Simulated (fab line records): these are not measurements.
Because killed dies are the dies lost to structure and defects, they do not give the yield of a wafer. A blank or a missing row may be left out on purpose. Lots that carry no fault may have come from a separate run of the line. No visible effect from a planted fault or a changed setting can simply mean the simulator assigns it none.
Matching of chambers + flow n5 finfet + N5_FIN_CUT_ETCH_21 on rie diel-04: 4 sister chambers
The step etches SOC in N2/H2, target depth 219 nm, overetch 43.8 nm, time 523.5 s. 4 wafers are shown with their chamber, then 9 later ones without.

== WAFERS PAIRED WITH THEIR CHAMBERS ==
| wafer  | chamber | drypump motor current A (A) |
|--------|---------|-----------------------------|
| L084.5 | 1       | 5.3                         |
| L087.2 | 2       | 6.4                         |
| L091.4 | 3       | 5.7                         |
| L091.6 | 0       | 5.9                         |

== WAFERS WITH NO CHAMBER GIVEN ==
| wafer  | drypump motor current A (A) |
|--------|-----------------------------|
| L093.3 | 5.7                         |
| L093.4 | 5.9                         |
| L093.6 | 5.3                         |
| L095.2 | 5.4                         |
| L095.4 | 5.9                         |
| L095.6 | 5.7                         |
| L096.1 | 5.4                         |
| L096.5 | 5.4                         |
| L096.6 | 6.4                         |

== THE CHAMBER EACH PASSED THROUGH ==
| wafer  | from the rows above | in truth |
|--------|---------------------|----------|
| L093.3 | 3                   | 3        |
| L093.4 | 0                   | 0        |
| L093.6 | 1                   | 1        |
| L095.2 | 1                   | 1        |
| L095.4 | 0                   | 0        |
| L095.6 | 3                   | 3        |
| L096.1 | 1                   | 1        |
| L096.5 | 1                   | 1        |
| L096.6 | 2                   | 2        |
9 of 9 placed correctly. Can't be placed from these rows: 0. Number placed wrongly: 0.
How it was worked out, from the rows above alone: a wafer's distance from a chamber is the root of the sum, over the readings, of the square of ((its reading less the chamber's mean) divided by the reading's scatter). The wafer belongs to the nearest chamber; if the next one is less than 2 further off, it can't be placed. For every chamber, the mean is computed from those of its wafers that are shown. The scatter: with one shown wafer a chamber, the root of the mean of the squares of how far each hidden wafer lies from its nearest shown one.
